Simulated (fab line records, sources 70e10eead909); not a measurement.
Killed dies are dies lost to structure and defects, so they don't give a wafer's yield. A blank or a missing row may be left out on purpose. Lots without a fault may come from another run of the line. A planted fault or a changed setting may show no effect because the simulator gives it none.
fab line records | flow nand_harc
record lots=11 wafers=33 last_day=33
route steps=1302 shown P_M1@299 END@1302
lots that met no fault: from a run of the same line without faults
start_h: hours from the record's first day to the start of the lot's first wafer shown | wait_h: hours since the lot's step before | " the same as in the row above | L1.1+2: a row that stands for several wafers | - no value, or no start given | * or withheld: withheld | < > ~ a bound
route shown NAME@n: a module of which the file shows steps, and the number in the route of the first | usual: mean/standard deviation of fault-free wafers | same: alike in all rows | chamber/n: place in a boat | sites: the reading at each site | _std_site: their standard deviation | _edge_site: outer sites' mean less inner sites' | radius_mm: how far each site lies from the wafer's centre | mask NAME#n: copy n | behind: the tool/chamber that last shaped the wafer | hold: why the lot was held/for how many hours/how that ended | device: the transistor (n, p or np) that didn't switch | end of line: the same wafers' tests at the end of the route | a step without rows: its recipe alone | killed: dies lost to structure and defects at the first sort, not the wafer's yield | map: a wafer's dies, x killed, . not, _ none there
set.NAME: the setting as run; set.NAME@STEP: as run at that earlier step | model.NAME: the simulator's own value behind a step, which no gauge read
steps of the route over a sample of lots; a table a step, a row a wafer
services: from which hour (start_h, from the record's first day; less than 0 if before it) a tool's chamber was out of use, for how many hours, and why
## steps
# step NHARC_P_M1_ETCH_35
# recipe target_depth_a=400 overetch_a=120 time_s=43.94 ion_energy_ev=200 n2_flow_sccm=150 h2_flow_sccm=150 ar_flow_sccm=0 rf_w=400 bias_w=150 chemistry=N2/H2
# usual drypump_motor_current_A=5.5/0.32 oes_product_au=1.001/0.0073 rf_fwd_power_W=394.6/1.8 rf_vpp_V=430.6/2.7 showerhead_plenum_p_Torr=2.05/0.091 throttle_valve_pct=14.172/0.0095
# columns lot.wafer tool chamber start_h wait_h drypump_motor_current_A oes_product_au rf_fwd_power_W rf_hours_counter_h rf_vpp_V showerhead_plenum_p_Torr throttle_valve_pct
L948.1 rie_diel-05 2 149.63 0.1 5.6 0.996 395.8 4 427.5 1.90 14.158
L948.4 " 3 " " 6.2 1.010 393.8 6 430.4 2.05 14.173
L948.5 " 1 " " 5.2 1.005 390.6 - 431.9 2.13 14.184
L951.4 rie_diel-09 0 175.65 0.1 5.2 1.000 393.8 7 430.8 2.03 14.162
L951.1 " 1 " " 5.4 0.992 395.1 8 433.0 2.16 14.155
L951.6 " 0 " " 5.2 0.997 394.0 - 430.8 2.03 14.173
L955.3 rie_diel-08 2 216.28 0.1 5.7 1.002 395.9 2 429.7 1.97 14.175
L955.4 " 1 " " 5.9 0.992 394.4 1 427.3 1.93 14.169
L955.6 " 2 " " 5.7 0.994 395.3 - 429.6 1.97 14.179
L956.1 rie_diel-09 3 232.25 0.1 5.3 1.005 391.0 26 435.0 2.15 14.162
L956.5 " 3 " " 5.3 1.010 392.1 - 433.7 2.15 14.176
L956.6 " 0 " " 5.2 0.996 392.0 - 430.7 2.02 14.171
L957.1 rie_diel-09 0 233.38 0.1 5.2 1.002 391.4 26 430.9 2.02 14.178
L957.4 " 2 " " 5.6 1.006 395.6 26 428.2 1.98 14.175
L957.3 " 3 " " 5.3 1.006 393.2 26 432.7 2.15 14.160
L962.4 rie_diel-08 1 283.09 0.1 5.9 0.999 395.9 7 427.0 1.92 14.167
L962.1 " 2 " " 5.7 1.014 395.1 7 427.4 1.97 14.164
L962.6 " 0 " " 5.2 0.988 396.7 - 433.6 2.17 14.165
L963.1 rie_diel-08 1 294.15 0.1 5.9 1.019 395.1 9 427.7 1.92 14.161
L963.2 " 3 " " 5.5 1.017 395.6 8 429.4 2.00 14.184
L963.4 " 0 " " 5.2 1.003 394.6 9 434.2 2.17 14.170
L964.4 rie_diel-08 2 303.01 0.1 5.7 0.996 396.7 9 428.9 1.97 14.171
L964.2 " 0 " " 5.2 0.997 395.2 9 434.1 2.17 14.172
L964.6 " 3 " " 5.5 1.023 396.3 - 427.7 2.00 14.172
L965.2 rie_diel-09 3 319.78 0.1 5.4 1.001 391.3 51 432.8 2.14 14.179
L965.1 " 1 " " 5.4 0.991 396.2 57 432.9 2.14 14.157
L965.5 " 3 " " 5.3 0.995 392.7 - 432.6 2.14 14.170
L966.1 rie_diel-08 1 325.51 0.1 5.9 0.994 394.0 10 427.2 1.92 14.162
L966.4 " 2 " " 5.7 0.996 394.1 10 429.1 1.97 14.161
L966.5 " 1 " " 5.9 1.005 395.6 - 426.5 1.92 14.174
L969.2 rie_diel-05 2 356.38 0.1 5.6 0.990 396.3 6 425.6 1.90 14.167
L969.4 " 3 " " 6.2 1.013 393.7 6 430.5 2.05 14.160
L969.6 " 1 " " 5.2 1.002 392.6 - 433.2 2.12 14.169
# step NHARC_P_M1_ETCH_15
# recipe target_depth_a=1825 time_s=91.2 c4f8_flow_sccm=withheld ar_flow_sccm=400 rf_w=600 bias_w=300 chemistry=C4F8/Ar
# usual oes_product_au=0.949/0.023 rf_fwd_power_W=595.1/2.3 rf_vpp_V=441.1/2.6
# columns lot.wafer tool chamber start_h wait_h oes_product_au rf_fwd_power_W rf_hours_counter_h rf_vpp_V
L948.4 rie_diel-05 2 149.72 - 0.919 594.5 4 437.0
L948.1 " 0 " " 0.921 594.5 5 443.7
L948.5 " 1 " " 0.914 588.5 - 444.7
L951.4 rie_diel-09 2 175.77 - 0.960 594.4 8 439.5
L951.1 " 0 " " 0.951 588.6 7 441.1
L951.6 " 3 " " 0.965 594.2 - 443.4
L955.3 rie_diel-08 2 216.38 - 0.964 596.9 2 439.8
L955.4 " 3 " " 0.966 596.9 2 439.9
L955.6 " 2 " " 0.970 597.7 - 438.3
L956.1 rie_diel-09 2 232.35 - 0.699 595.8 26 440.0
L956.6 " 1 " " 0.966 596.2 - 442.9
L956.5 " 2 " " 0.693 594.0 - 439.1
L957.3 rie_diel-09 3 233.47 - 0.971 591.0 26 443.9
L957.1 " 0 " " 0.957 590.5 26 441.4
L957.4 " 2 " " 0.708 594.3 26 440.5
L962.4 rie_diel-08 0 283.18 - 0.962 596.7 7 444.5
L962.1 " 1 " " 0.984 594.1 7 437.4
L962.6 " 2 " " 0.982 596.2 - 438.3
L963.1 rie_diel-08 3 294.24 - 0.968 598.1 8 440.1
L963.4 " 1 " " 0.977 596.7 9 438.1
L963.2 " 2 " " 0.968 597.3 8 440.0
L964.2 rie_diel-08 1 303.10 - 0.948 593.2 9 437.9
L964.4 " 3 " " 0.972 593.4 9 440.6
L964.6 " 1 " " 0.946 595.8 - 438.3
L965.1 rie_diel-09 1 319.87 - 0.988 597.7 57 443.7
L965.2 " 3 " " 0.972 593.8 51 443.5
L965.5 " 0 " " 0.998 593.2 - 438.7
L966.4 rie_diel-08 0 325.61 - 0.920 595.3 11 443.8
L966.1 " 1 " " 0.933 594.8 10 437.3
L966.5 " 3 " " 0.928 597.4 - 439.3
L969.4 rie_diel-05 1 356.46 - 0.920 593.4 6 443.5
L969.2 " 3 " " 0.917 593.0 6 440.4
L969.6 " 0 " " 0.914 597.5 - 443.3
# step NHARC_P_M1_CD_MEAS_16
# usual cd_nm=129.9/0.62
# columns lot.wafer tool chamber start_h wait_h cd_nm
L948.1 cd_sem-01 - 149.84 - 129.5
L948.4 " - " " 130.7
L948.5 " - " " 130.9
L951.1 cd_sem-02 - 175.90 - 130.6
L951.4 " - " " 130.9
L951.6 " - " " 130.6
L955.3 cd_sem-03 - 216.51 - 129.8
L955.4 " - " " 128.8
L955.6 " - " " 128.7
L956.1 cd_sem-01 - 232.47 - 129.1
L956.5 " - " " 129.8
L956.6 " - " " 130.3
L957.1 cd_sem-03 - 233.60 - 130.3
L957.3 " - " " 130.1
L957.4 " - " " 129.6
L962.1 cd_sem-02 - 283.30 - 130.4
L962.4 " - " " 130.6
L962.6 " - " " 131.6
L963.1 cd_sem-01 - 294.37 - 129.6
L963.2 " - " " 130.2
L963.4 " - " " 131.4
L964.2 cd_sem-03 - 303.23 - 129.5
L964.4 " - " " 130.8
L964.6 " - " " 130.3
L965.1 cd_sem-03 - 320.00 - 130.3
L965.2 " - " " 129.8
L965.5 " - " " 129.8
L966.1 cd_sem-03 - 325.73 - 130.8
L966.4 " - " " 130.7
L966.5 " - " " 129.9
L969.2 cd_sem-01 - 356.59 - 129.0
L969.4 " - " " 129.2
L969.6 " - " " 130.2
# step NHARC_P_M1_STRIP_18
# recipe power_w=1000 n2_flow_sccm=150 h2_flow_sccm=150 ar_flow_sccm=0 bias_w=0 chemistry=N2/H2
# usual drypump_motor_current_A=5.5/0.34 oes_product_au=1.001/0.0075 rf_fwd_power_W=997/3.3 rf_vpp_V=90.7/0.99 showerhead_plenum_p_Torr=2.05/0.094 throttle_valve_pct=14.171/0.0091
# columns lot.wafer tool chamber start_h wait_h drypump_motor_current_A oes_product_au rf_fwd_power_W rf_hours_counter_h rf_vpp_V showerhead_plenum_p_Torr throttle_valve_pct
L948.1 rie_diel-05 1 149.92 0.1 5.2 1.001 992 5 90.6 2.13 14.179
L948.4 " 3 " " 6.2 1.000 1000 6 89.7 2.05 14.164
L948.5 " 1 " " 5.2 0.995 995 - 91.8 2.12 14.164
L951.4 rie_diel-05 3 176.00 0.1 6.2 1.019 993 7 90.3 2.05 14.174
L951.1 " 1 " " 5.2 1.013 992 7 89.5 2.12 14.172
L951.6 " 3 " " 6.2 1.014 1001 - 91.8 2.05 14.165
L955.4 rie_diel-05 1 216.58 0.1 5.2 0.995 998 10 91.0 2.12 14.185
L955.3 " 2 " " 5.6 0.987 998 8 90.6 1.90 14.170
L955.6 " 2 " " 5.6 0.994 999 - 89.5 1.90 14.170
L956.1 rie_diel-09 3 232.60 0.1 5.3 1.003 997 26 91.3 2.15 14.179
L956.5 " 1 " " 5.4 1.003 1000 - 91.2 2.15 14.169
L956.6 " 2 " " 5.5 1.010 1001 - 90.6 1.98 14.169
L957.1 rie_diel-09 0 233.67 0.1 5.3 1.000 994 26 89.6 2.02 14.161
L957.3 " 1 " " 5.4 1.004 1000 26 89.7 2.15 14.175
L957.4 " 3 " " 5.3 0.999 995 26 90.7 2.15 14.178
L962.1 rie_diel-05 0 283.43 0.1 5.3 0.994 995 2 90.7 2.15 14.164
L962.4 " 1 " " 5.1 1.003 999 2 91.5 2.12 14.179
L962.6 " 3 " " 6.2 1.003 997 - 90.6 2.05 14.165
L963.1 rie_diel-05 3 294.45 0.1 6.2 1.002 994 3 89.8 2.05 14.189
L963.4 " 0 " " 5.2 0.985 1001 3 91.7 2.15 14.174
L963.2 " 2 " " 5.6 1.001 1000 3 88.8 1.90 14.169
L964.2 rie_diel-08 3 303.30 0.1 5.5 1.005 991 9 90.2 2.00 14.166
L964.4 " 2 " " 5.7 1.005 998 9 89.6 1.97 14.175
L964.6 " 3 " " 5.5 1.008 995 - 89.0 2.00 14.186
L965.2 rie_diel-09 2 320.10 0.1 5.5 1.014 1000 52 90.2 1.97 14.163
L965.1 " 0 " " 5.2 1.005 996 55 89.4 2.01 14.184
L965.5 " 1 " " 5.4 1.008 999 - 92.0 2.14 14.167
L966.4 rie_diel-05 1 325.80 0.1 5.2 0.995 999 4 92.8 2.12 14.158
L966.1 " 2 " " 5.6 0.985 996 4 90.8 1.90 14.181
L966.5 " 1 " " 5.2 0.998 998 - 92.0 2.12 14.174
L969.2 rie_diel-05 3 356.66 0.1 6.2 1.001 996 6 91.7 2.05 14.177
L969.4 " 2 " " 5.6 0.994 999 6 90.0 1.90 14.183
L969.6 " 0 " " 5.3 0.996 999 - 90.7 2.15 14.159
# step NHARC_END_SORT_01
# recipe temp_c=25
# usual defect_limited_yield=91/3 killed_at_array=56/20 killed_at_other=1/1.3 killed_at_periphery=3.5/2.7 killed_dies=60/20 killed_open=3.3/1.6 killed_short=2.4/1.5
# same gross_dies=677
# columns lot.wafer tool chamber start_h wait_h hold defect_limited_yield[%] killed_at_array killed_at_other killed_at_periphery killed_dies killed_open killed_short
L948.1 prober-02 0 580.06 2.5 - 87 82 0 3 85 5 2
L948.4 prober-02 0 582.47 3.4 - 87 81 0 8 89 2 3
L948.5 prober-02 0 583.27 3.7 - 90 59 0 8 67 2 2
L951.1 prober-02 0 610.47 2.5 - 95 35 0 1 36 5 2
L951.4 prober-02 0 612.87 3.4 - 91 61 0 3 64 5 3
L951.6 prober-02 0 614.46 4.0 - 91 57 1 1 59 3 2
L955.3 prober-02 0 648.84 3.1 - 91 53 1 4 58 1 3
L955.4 prober-02 0 649.65 3.4 - 91 61 0 3 64 4 4
L955.6 prober-02 0 651.26 4.0 - 92 50 0 1 51 1 3
L957.1 prober-01 0 655.20 2.5 await_dispo/1.8h/release 90 67 0 1 68 2 3
L957.3 prober-01 0 656.82 3.1 await_dispo/1.8h/release 94 40 0 1 41 1 3
L957.4 prober-01 0 657.63 3.4 await_dispo/1.8h/release 0 62 0 615 677 4 4
L956.1 prober-02 0 655.26 2.5 await_dispo/2.9h/release 0 52 2 623 677 6 2
L956.5 prober-02 0 658.48 3.7 await_dispo/2.9h/release 0 58 5 614 677 5 2
L956.6 prober-02 0 659.29 4.0 await_dispo/2.9h/release 94 42 0 2 44 4 2
L962.1 prober-02 0 721.96 2.5 - 82 117 2 1 120 3 1
L962.4 prober-02 0 724.35 3.4 - 84 105 0 2 107 4 4
L962.6 prober-02 0 725.94 4.0 - 89 74 1 1 76 4 0
L963.1 prober-01 0 721.97 2.5 - 92 53 1 1 55 3 2
L963.2 prober-01 0 722.77 2.8 - 93 44 0 1 45 2 5
L963.4 prober-01 0 724.38 3.4 - 92 45 2 4 51 2 3
L964.2 prober-02 0 730.51 2.8 - 96 26 0 1 27 2 1
L964.4 prober-02 0 732.12 3.4 - 95 31 0 2 33 3 5
L964.6 prober-02 0 733.72 4.0 - 95 27 0 4 31 4 2
L966.1 prober-02 0 748.62 2.5 - 93 41 1 5 47 4 3
L966.4 prober-02 0 750.99 3.4 - 93 37 2 6 45 3 3
L966.5 prober-02 0 751.77 3.6 - 94 32 0 8 40 2 0
L965.1 prober-01 0 748.67 2.5 - 88 75 2 6 83 4 2
L965.2 prober-01 0 749.48 2.8 - 88 73 4 4 81 0 1
L965.5 prober-01 0 751.89 3.7 - 88 80 1 0 81 3 2
L969.2 prober-01 0 781.06 2.8 - 98 12 1 1 14 3 1
L969.4 prober-01 0 782.62 3.3 - 97 15 2 2 19 5 2
L969.6 prober-01 0 784.18 3.9 - 97 16 3 2 21 4 3
# killed by level:class
L948.1 A_CHANNEL_HOLE_D2:chamber_film_flake=34 A_SLIT:chamber_film_flake=21 A_SGD_CUT:chamber_film_flake=7 A_CHANNEL_HOLE_D1:chamber_film_flake=5 A_STAIRCASE:chamber_film_flake=5 A_DECK1_JOINT:geometric_particle:open=2 P_GATE:chamber_film_flake=2 A_CONTACT:chamber_film_flake=2
L948.4 A_CHANNEL_HOLE_D2:chamber_film_flake=37 A_SLIT:chamber_film_flake=28 A_SGD_CUT:chamber_film_flake=4 P_GATE:chamber_film_flake=3 A_STAIRCASE:chamber_film_flake=3 A_M0:geometric_particle:open=2 P_STI:chamber_film_flake=2 A_CHANNEL_HOLE_D1:chamber_film_flake=2
L948.5 A_SLIT:chamber_film_flake=29 A_CHANNEL_HOLE_D2:chamber_film_flake=16 A_CHANNEL_HOLE_D1:chamber_film_flake=6 P_STI:chamber_film_flake=4 P_ZERO_WELL:chamber_film_flake=2 P_GATE:chamber_film_flake=2 A_SGD_CUT:chamber_film_flake=2 A_CONTACT:chamber_film_flake=2
L951.1 A_CHANNEL_HOLE_D2:chamber_film_flake=13 A_CHANNEL_HOLE_D1:chamber_film_flake=10 A_CHANNEL_FILL_D1:chamber_film_flake=3 A_DECK1_JOINT:chamber_film_flake=2 P_CONTACT:geometric_particle:open=1 A_DECK1_JOINT:geometric_particle:open=1 A_DECK1_JOINT:geometric_particle:short=1 A_ONON_D2:geometric_particle:open=1
L951.4 A_CHANNEL_HOLE_D1:chamber_film_flake=25 A_CHANNEL_HOLE_D2:chamber_film_flake=23 A_CHANNEL_FILL_D1:chamber_film_flake=3 A_DECK1_JOINT:geometric_particle:open=2 A_CONTACT:chamber_film_flake=2 P_GATE:geometric_particle:open=1 A_ONON_D1:geometric_particle:short=1 A_DECK1_JOINT:geometric_particle:short=1
L951.6 A_CHANNEL_HOLE_D1:chamber_film_flake=31 A_CHANNEL_HOLE_D2:chamber_film_flake=19 A_CONTACT:chamber_film_flake=3 P_CONTACT:geometric_particle:short=1 A_CHANNEL_HOLE_D1:geometric_particle:open=1 A_CHANNEL_FILL_D1:geometric_particle:short=1 A_CHANNEL_HOLE_D2:geometric_particle:open=1 STARTING-WAFER:geometric_particle:open=1
L955.3 A_SLIT:chamber_film_flake=24 A_CHANNEL_HOLE_D2:chamber_film_flake=15 A_CONTACT:chamber_film_flake=7 A_CHANNEL_FILL_D1:geometric_particle:short=2 P_BONDPAD:chamber_film_flake=2 P_M0:geometric_particle:short=1 A_ONON_D1:geometric_particle:open=1 P_GATE:chamber_film_flake=1
L955.4 A_SLIT:chamber_film_flake=28 A_CHANNEL_HOLE_D2:chamber_film_flake=16 A_CHANNEL_HOLE_D1:chamber_film_flake=3 A_CHANNEL_FILL_D1:chamber_film_flake=3 A_CONTACT:chamber_film_flake=3 P_GATE:geometric_particle:open=1 P_CONTACT:geometric_particle:short=1 A_ONON_D1:geometric_particle:short=1
L955.6 A_SLIT:chamber_film_flake=25 A_CHANNEL_HOLE_D2:chamber_film_flake=12 A_CONTACT:chamber_film_flake=4 A_CHANNEL_HOLE_D1:chamber_film_flake=2 A_SOURCE_PLATE:geometric_particle:short=1 A_DECK1_JOINT:geometric_particle:short=1 A_ONON_D2:geometric_particle:short=1 A_BLC:geometric_particle:open=1
L957.1 A_CHANNEL_HOLE_D1:chamber_film_flake=35 A_CHANNEL_HOLE_D2:chamber_film_flake=17 A_STAIRCASE:chamber_film_flake=6 A_CHANNEL_FILL_D1:geometric_particle:short=2 A_SLIT:chamber_film_flake=2 A_CHANNEL_FILL_D1:geometric_particle:open=1 A_CHANNEL_HOLE_D2:geometric_particle:open=1 A_M0:geometric_particle:short=1
L956.1 P_M1:area_etch=622 A_SLIT:chamber_film_flake=35 A_CHANNEL_HOLE_D2:chamber_film_flake=4 A_CHANNEL_HOLE_D1:chamber_film_flake=2 A_CHANNEL_HOLE_D2:unspecified=2 A_ONON_D1:geometric_particle:open=1 A_CHANNEL_FILL_D1:geometric_particle:open=1 A_CHANNEL_FILL_D1:geometric_particle:short=1
L957.3 A_CHANNEL_HOLE_D1:chamber_film_flake=16 A_CHANNEL_HOLE_D2:chamber_film_flake=13 A_STAIRCASE:chamber_film_flake=5 A_CONTACT:chamber_film_flake=3 A_ONON_D1:geometric_particle:short=2 P_M0:geometric_particle:open=1 A_WL_FILL:geometric_particle:short=1
L957.4 P_M1:area_etch=612 A_CHANNEL_HOLE_D1:chamber_film_flake=29 A_CHANNEL_HOLE_D2:chamber_film_flake=21 A_CHANNEL_FILL_D1:geometric_particle:open=2 P_GATE:chamber_film_flake=2 A_CHANNEL_FILL_D2:chamber_film_flake=2 A_SLIT:chamber_film_flake=2 P_M1:geometric_particle:short=1
L956.5 P_M1:area_etch=608 A_SLIT:chamber_film_flake=31 A_CHANNEL_HOLE_D2:chamber_film_flake=6 A_DECK1_JOINT:chamber_film_flake=4 A_CONTACT:chamber_film_flake=4 THIN_TSV:chamber_film_flake=4 A_CHANNEL_HOLE_D1:chamber_film_flake=3 P_M0:geometric_particle:open=2
L956.6 A_SLIT:chamber_film_flake=27 A_CHANNEL_HOLE_D1:chamber_film_flake=4 A_WL_FILL:geometric_particle:open=2 A_ZERO_WELL:chamber_film_flake=2 P_M0:geometric_particle:open=1 A_CHANNEL_FILL_D1:geometric_particle:open=1 A_CHANNEL_FILL_D1:geometric_particle:short=1 A_DECK1_JOINT:geometric_particle:short=1
L962.1 A_CHANNEL_HOLE_D1:chamber_film_flake=39 A_SLIT:chamber_film_flake=32 A_CHANNEL_HOLE_D2:chamber_film_flake=27 A_CONTACT:chamber_film_flake=9 A_WL_FILL:chamber_film_flake=3 A_STAIRCASE:chamber_film_flake=2 A_SGD_CUT:geometric_particle:open=1 A_WL_FILL:geometric_particle:open=1
L963.1 A_CHANNEL_HOLE_D1:chamber_film_flake=35 A_SLIT:chamber_film_flake=4 A_CONTACT:chamber_film_flake=3 A_STAIRCASE:chamber_film_flake=3 P_M0:geometric_particle:open=1 A_SOURCE_PLATE:geometric_particle:open=1 A_CHANNEL_FILL_D1:geometric_particle:short=1 A_ONON_D2:geometric_particle:short=1
L963.2 A_CHANNEL_HOLE_D1:chamber_film_flake=15 A_CONTACT:chamber_film_flake=7 A_SLIT:chamber_film_flake=5 A_CHANNEL_FILL_D1:geometric_particle:short=3 A_CHANNEL_FILL_D1:chamber_film_flake=3 A_STAIRCASE:chamber_film_flake=3 A_WL_FILL:chamber_film_flake=2 A_CHANNEL_HOLE_D1:geometric_particle:open=1
L962.4 A_SLIT:chamber_film_flake=34 A_CHANNEL_HOLE_D1:chamber_film_flake=28 A_CHANNEL_HOLE_D2:chamber_film_flake=24 A_WL_FILL:chamber_film_flake=5 A_DECK1_JOINT:chamber_film_flake=3 P_GATE:chamber_film_flake=2 A_CONTACT:chamber_film_flake=2 A_ONON_D1:geometric_particle:short=1
L963.4 A_CHANNEL_HOLE_D1:chamber_film_flake=27 A_CONTACT:chamber_film_flake=7 A_SLIT:chamber_film_flake=3 P_M2:chamber_film_flake=2 THIN_TSV:chamber_film_flake=2 P_M0:geometric_particle:open=1 A_SOURCE_PLATE:geometric_particle:short=1 A_CHANNEL_HOLE_D1:geometric_particle:short=1
L962.6 A_SLIT:chamber_film_flake=34 A_CHANNEL_HOLE_D1:chamber_film_flake=16 A_CHANNEL_HOLE_D2:chamber_film_flake=13 A_CONTACT:chamber_film_flake=5 A_STAIRCASE:chamber_film_flake=2 P_CONTACT:geometric_particle:open=1 A_ONON_D1:geometric_particle:open=1 THIN_TSV:chamber_film_flake=1
L964.2 A_CHANNEL_HOLE_D1:chamber_film_flake=12 A_STAIRCASE:chamber_film_flake=4 A_SLIT:chamber_film_flake=3 A_BLC:chamber_film_flake=2 A_ONON_D1:geometric_particle:short=1 A_BLC:geometric_particle:open=1 A_M1:geometric_particle:open=1 P_GATE:chamber_film_flake=1
L964.4 A_CHANNEL_HOLE_D1:chamber_film_flake=10 A_SLIT:chamber_film_flake=4 A_BLC:chamber_film_flake=4 A_STAIRCASE:chamber_film_flake=3 A_CHANNEL_FILL_D2:geometric_particle:short=2 A_CONTACT:chamber_film_flake=2 P_CONTACT:geometric_particle:short=1 A_ONON_D1:geometric_particle:open=1
L964.6 A_CHANNEL_HOLE_D1:chamber_film_flake=8 A_CONTACT:chamber_film_flake=4 P_GATE:chamber_film_flake=3 A_STAIRCASE:chamber_film_flake=3 A_CHANNEL_FILL_D2:geometric_particle:open=2 A_SLIT:chamber_film_flake=2 A_BLC:chamber_film_flake=2 A_DECK1_JOINT:geometric_particle:short=1
L966.1 A_CHANNEL_HOLE_D1:chamber_film_flake=23 A_CONTACT:chamber_film_flake=7 P_CONTACT:chamber_film_flake=3 A_DECK1_JOINT:geometric_particle:open=2 A_SLIT:chamber_film_flake=2 P_CONTACT:geometric_particle:open=1 A_CHANNEL_FILL_D1:geometric_particle:short=1 A_DECK1_JOINT:geometric_particle:short=1
L965.1 A_SLIT:chamber_film_flake=30 A_CHANNEL_HOLE_D2:chamber_film_flake=18 A_CHANNEL_HOLE_D1:chamber_film_flake=14 A_CONTACT:chamber_film_flake=5 A_CHANNEL_FILL_D1:chamber_film_flake=3 P_M0:geometric_particle:open=2 P_GATE:chamber_film_flake=2 THIN_TSV:chamber_film_flake=2
L965.2 A_SLIT:chamber_film_flake=31 A_CHANNEL_HOLE_D2:chamber_film_flake=22 A_CHANNEL_HOLE_D1:chamber_film_flake=11 A_CONTACT:chamber_film_flake=6 THIN_TSV:chamber_film_flake=4 A_WL_FILL:chamber_film_flake=2 P_M0:geometric_particle:short=1 P_ZERO_WELL:chamber_film_flake=1
L966.4 A_CHANNEL_HOLE_D1:chamber_film_flake=18 A_STAIRCASE:chamber_film_flake=4 P_STI:chamber_film_flake=2 P_CONTACT:chamber_film_flake=2 A_CHANNEL_FILL_D2:chamber_film_flake=2 A_SLIT:chamber_film_flake=2 A_CONTACT:chamber_film_flake=2 A_BONDPAD:chamber_film_flake=2
L966.5 A_CHANNEL_HOLE_D1:chamber_film_flake=17 P_CONTACT:chamber_film_flake=8 A_SLIT:chamber_film_flake=5 A_CONTACT:chamber_film_flake=5 A_SGD_CUT:chamber_film_flake=2 A_DECK1_JOINT:geometric_particle:open=1 A_ONON_D2:geometric_particle:open=1 A_CHANNEL_FILL_D1:chamber_film_flake=1
L965.5 A_SLIT:chamber_film_flake=36 A_CHANNEL_HOLE_D2:chamber_film_flake=21 A_CHANNEL_HOLE_D1:chamber_film_flake=8 A_CONTACT:chamber_film_flake=4 A_DECK1_JOINT:geometric_particle:short=2 A_CHANNEL_FILL_D1:chamber_film_flake=2 A_BONDPAD:chamber_film_flake=2 A_ONON_D1:geometric_particle:open=1
L969.2 A_SLIT:chamber_film_flake=3 A_BLC:chamber_film_flake=2 A_ONON_D1:geometric_particle:open=1 A_STAIRCASE:geometric_particle:open=1 A_BLC:geometric_particle:open=1 A_M1:geometric_particle:short=1 P_ZERO_WELL:chamber_film_flake=1 A_CHANNEL_FILL_D1:chamber_film_flake=1
L969.4 A_SLIT:chamber_film_flake=3 A_CHANNEL_HOLE_D2:chamber_film_flake=2 A_CONTACT:chamber_film_flake=2 THIN_TSV:chamber_film_flake=2 P_GATE:geometric_particle:open=1 P_M0:geometric_particle:open=1 A_ONON_D1:geometric_particle:open=1 A_ONON_D1:geometric_particle:short=1
L969.6 A_SLIT:chamber_film_flake=6 THIN_TSV:chamber_film_flake=3 A_BLC:chamber_film_flake=2 P_GATE:geometric_particle:open=1 P_M1:geometric_particle:short=1 A_SOURCE_PLATE:geometric_particle:open=1 A_CHANNEL_FILL_D1:geometric_particle:open=1 A_DECK1_JOINT:geometric_particle:open=1
## services
# columns tool chamber start_h hours kind
rie_diel-05 0 135.10 - clean
rie_diel-05 1 135.10 - clean
rie_diel-05 2 135.10 - clean
rie_diel-05 3 135.10 - clean
rie_diel-09 - 143.18 9.0 pm
rie_diel-09 0 143.18 9.0 vent_cycle
rie_diel-09 1 143.18 9.0 vent_cycle
rie_diel-09 2 143.18 9.0 vent_cycle
rie_diel-09 3 143.18 9.0 vent_cycle
rie_diel-08 0 145.31 - clean
rie_diel-08 1 145.31 - clean
rie_diel-08 2 145.31 - clean
rie_diel-08 3 145.31 - clean
rie_diel-09 0 152.18 - clean
rie_diel-09 1 152.18 - clean
rie_diel-09 2 152.18 - clean
rie_diel-08 - 190.81 9.0 pm
rie_diel-09 - 229.21 0.4 repair
rie_diel-05 - 229.60 9.0 pm
rie_diel-08 - 233.14 0.8 repair
rie_diel-09 2 293.74 4.0 repair
rie_diel-05 0 305.26 3.9 repair
rie_diel-08 - 314.90 1.0 repair
rie_diel-09 - 320.23 9.0 pm
## key
first_sign step=NHARC_P_M1_ETCH_15 reading=oes_product_au direction=down sigmas=11 usual=0.949 struck=0.700
effect step=NHARC_END_SORT_01 reading=killed_at_periphery direction=up sigmas=99+ usual=3.5 struck=617.3
more_kills_born_at NHARC_P_M1_ETCH_15@rie_diel-09=1842
met_at NHARC_P_M1_ETCH_15
struck_lots L956,L957
struck_wafers L956.1,L956.5,L957.4
later_rows_left_out L956.1,L956.5,L957.4
not_acting_at NHARC_P_M1_ETCH_35,NHARC_P_M1_CD_MEAS_16,NHARC_P_M1_STRIP_18
onset_between 175.77 232.35
fault kind=process_parameter_drift tool=rie_diel-09 chamber=2 onset_h=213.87 steps=NHARC_P_M1_ETCH_15 channel=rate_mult offset=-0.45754 shape=step end_h=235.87
# later_rows_left_out: the simulator's readings of these wafers behind a module that went badly wrong aren't trusted and aren't shown, but for the sort
